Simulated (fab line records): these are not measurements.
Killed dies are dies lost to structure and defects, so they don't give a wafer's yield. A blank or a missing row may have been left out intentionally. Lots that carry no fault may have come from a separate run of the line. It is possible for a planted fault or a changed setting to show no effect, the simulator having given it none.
Comparing a struck lot with a sound one || flow n5_finfet || 14 out of 1938 route steps
Sound: wafers L155.3, L155.4, L155.6. Struck: wafer L159.6 (L159.2, L159.4, from the same lot, were not struck and are left out); the cause is given at the end.
Per side, at each step with rows, come the tool, then ch with its chambers, and then its first start. Under that, the readings that differ: sound wafers || struck wafers || difference of the means || sigmas: that difference in standard deviations of wafers without a fault.
alike: readings whose means differ by less than 2 such deviations, and words and numbers that are the same on both sides. not compared: withheld readings, readings that some wafer has no value for, bounds like >300 that may hide the same value, and numbers for which the record gives no deviation and whose values overlap.
The two part at a step that has a row with sigmas, a row that says differs or no value, or rows on one side only. Non-overlapping numbers with no deviation appear without sigmas and do not part them. A reading missing from all wafers of one side parts the sides only when that side holds two or more wafers.

first, 2 steps without rows for these wafers: N5_BEOL_M10_PRECLEAN_42 (cleans in residue remover, time 60 s); N5_BEOL_M10_SRD_43 (time 30 s).
N5_BEOL_M10_CD_MEAS_35: target cd 70 nm.
  sound on cd_sem-01 at day 14 04:52; struck on cd_sem-01 at day 15 06:29
{"reading": "cd_nm (nm)", "sound": "69.6 69.9 70.6", "struck": 68.8, "difference": -1.2, "sigmas": -2}
N5_BEOL_M10_CURE_72: cures SiCOH lowk, time 120 s.
  sound on uv_cure-03 ch 1, day 14 05:01; struck on uv_cure-03 ch 1, day 15 06:43
  alike: lamp_power_pct, wafer_temp_C_max
N5_BEOL_M10_DEGAS_44: time 60 s.
  sound on pvd_sputter-02 at day 14 05:15; struck on pvd_sputter-03 at day 15 07:17
  alike: heater_power_w
then, 1 step without rows for these wafers: N5_BEOL_M10_PRE_CLEAN_45 (time 30 s).
N5_BEOL_M10_ALD_74: deposits TaN, target thk 2 nm, pulse time 2 s, purge time 3 s.
  sound on ald_metal-04 ch 0,3, day 14 05:21; struck on ald_metal-01 ch 0, day 15 07:23
  alike: heater_power_w
then, 2 steps without rows for these wafers: N5_BEOL_M10_SURFACE_TREAT_76; N5_BEOL_M10_CVD_75 (deposits Co from CCTBA/H2, target thk 2 nm, time 138.9 s).
N5_BEOL_M10_SPUTTER_48: material Cu, target thk 12 nm, time 2 s.
  sound on pvd_sputter-01 at day 14 06:02; struck on pvd_sputter-01 at day 15 07:52
  alike: bias_v, chamber_pressure_pa, throttle_valve_pct
then, 1 step without rows for these wafers: N5_BEOL_M10_ECD_50 (material Cu, target thk 318 nm).
N5_BEOL_M10_ANNEAL_51: time 90 s.
  sound on rtp_anneal-01 ch 0, day 14 06:31; struck on rtp_anneal-02 ch 0, day 15 08:40
{"reading": "wafer_temp_C_max", "sound": "226.11 226.02 226.27", "struck": 225.35, "difference": -0.78, "sigmas": -3}
N5_BEOL_M10_CMP_52: polishes, stops on SiCOH lowk, t overpolish 7 s, target thk 140 nm.
  sound on cmp-02 ch 0,1,3, day 14 06:48; struck on cmp-02 ch 0, day 15 09:00
{"reading": "barrier_field_endpoint_s (s)", "sound": "28.4 28.3 28.9", "struck": 30.1, "difference": "+1.6", "sigmas": "+2"}
{"reading": "platen_rpm (rpm)", "sound": "49.98 49.98 49.98", "struck": 47.96, "difference": -2.02, "sigmas": -55}
  alike: motor_current_A, overpolish_run_s, time_to_endpoint_s
N5_PASSIVATION_PROBE_49:
  the record holds rows for the sound wafers here (prober-02, day 16 01:29) but none for the struck ones

## WHERE THEY PART
Last at N5_PASSIVATION_PROBE_49 as far as this record goes, first at N5_BEOL_M10_CD_MEAS_35.

WHY: what the simulator had put in
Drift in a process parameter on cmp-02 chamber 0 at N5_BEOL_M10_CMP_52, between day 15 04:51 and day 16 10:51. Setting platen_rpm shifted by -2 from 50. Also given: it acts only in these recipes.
